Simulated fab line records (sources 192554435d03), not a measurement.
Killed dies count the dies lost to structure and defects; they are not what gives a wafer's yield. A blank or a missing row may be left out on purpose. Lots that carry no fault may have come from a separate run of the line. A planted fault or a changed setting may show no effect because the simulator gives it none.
Split-lot study -- flow n5Finfet -- on a route of 1938 steps: 7 lots, 21 wafers read

## THE SPLIT ITSELF
At N5_HKMG_FIN_ETCH_55 (etches SOC in N2/H2, target depth 240 nm, time 300 s), the setting biasW was moved away from the recipe's 150 W on 9 of the 21 wafers read, by -17.1% to +13.1%. For the rest of the wafers, this setting stayed at what the recipe calls for.

The reading comes from the split's own step.

## THE READING
rfVppV, in V, at N5_HKMG_FIN_ETCH_55 (etches SOC in N2/H2, target depth 240 nm, time 300 s). Typical for fault-free wafers on this fab line: 524.1 V, with standard deviation 2.3 V.

wafer,"tool, chamber at the split","biasW as run, W",against the recipe,"rfVppV, V",against lot-mates on the recipe
L074.1,"rieDiel-01, 2",124.4,-17.1%,464.6,-58.3
L074.2,"rieDiel-01, 3",150,recipe,522.9,-
L074.4,"rieDiel-01, 1",124.4,-17.1%,463.7,-59.2
L081.2,"rieDiel-06, 1",150,recipe,528.1,-
L081.3,"rieDiel-06, 0",140.9,-6.1%,506.1,-21.2
L081.5,"rieDiel-06, 0",150,recipe,526.5,-
L088.2,"rieDiel-04, 0",136.2,-9.2%,490.2,-32.6
L088.3,"rieDiel-04, 3",150,recipe,522.8,-
L088.6,"rieDiel-04, 1",136.2,-9.2%,494.2,-28.6
L089.2,"rieDiel-04, 1",167.1,+11.4%,562.2,+38.5
L089.3,"rieDiel-04, 2",150,recipe,523.7,-
L089.4,"rieDiel-04, 3",167.1,+11.4%,559.9,+36.2
L091.2,"rieDiel-01, 3",150,recipe,522.6,-
L091.4,"rieDiel-01, 2",150,recipe,521.3,-
L091.5,"rieDiel-01, 0",150,recipe,527.7,-
L094.1,"rieDiel-04, 2",150,recipe,523.1,-
L094.4,"rieDiel-04, 0",169.6,+13.1%,562.3,+39.2
L094.6,"rieDiel-04, 1",169.6,+13.1%,568.8,+45.7
L096.1,"rieDiel-06, 3",150,recipe,523.6,-
L096.4,"rieDiel-06, 1",150,recipe,527.4,-
L096.6,"rieDiel-06, 0",150,recipe,526.0,-

FIT RESULTS
A straight line over all 21 wafers: rfVppV changes by +3.36 V for each +1% of biasW; r = +1.00; the points scatter about the line by 2.6 V.
The same after taking each lot's own level away (the mean of its wafers on the recipe; 21 wafers): +3.35 V for each +1%; r = +1.00; scatter 1.9 V.
According to that fit, moving biasW by its largest amount changes the reading by 57 V.
The span of the lots' own levels, 522.80 to 527.30 V, comes to 2.0 times the standard deviation stated above.
Hence the lot-to-lot level has little effect on the slope; both slopes agree.
Check: for one of the wafers moved furthest among these (-17.1%), held out of the fit, the line's prediction against its lot-mates is -57.3 V. It came out at -58.3 V against them.
Tool readings at the split's step, against how far the setting was moved: rfVppV r = +1.00.

## THE WHOLE CHAIN: every reading that the file lists as answering this split, in the file's order
step,what it does,reading,change (the file's fit),r (the file's)
N5_HKMG_FIN_ETCH_55,"etches SOC in N2/H2, target depth 240 nm, time 300 s",rfVppV,+3.36 V for each +1% of the setting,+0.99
N5_HKMG_FIN_ETCH_55,"etches SOC in N2/H2, target depth 240 nm, time 300 s","HKMG_FIN.featureDepthNm (the simulator's own value, which no gauge read)",+1.47 nm for each +1% of the setting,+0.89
N5_HKMG_FIN_ETCH_55,"etches SOC in N2/H2, target depth 240 nm, time 300 s","etch.depthNm (the simulator's own value, which no gauge read)",+1.47 nm for each +1% of the setting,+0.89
N5_HKMG_FIN_ETCH_55,"etches SOC in N2/H2, target depth 240 nm, time 300 s","SiARC_of_HKMG_FIN_COAT_42.thkNm (the simulator's own value, which no gauge read)",-0.202 nm for each +1% of the setting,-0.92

## FILE'S OWN FIT
rfVppV changes by +3.36 V for each +1% of biasW, r = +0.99.
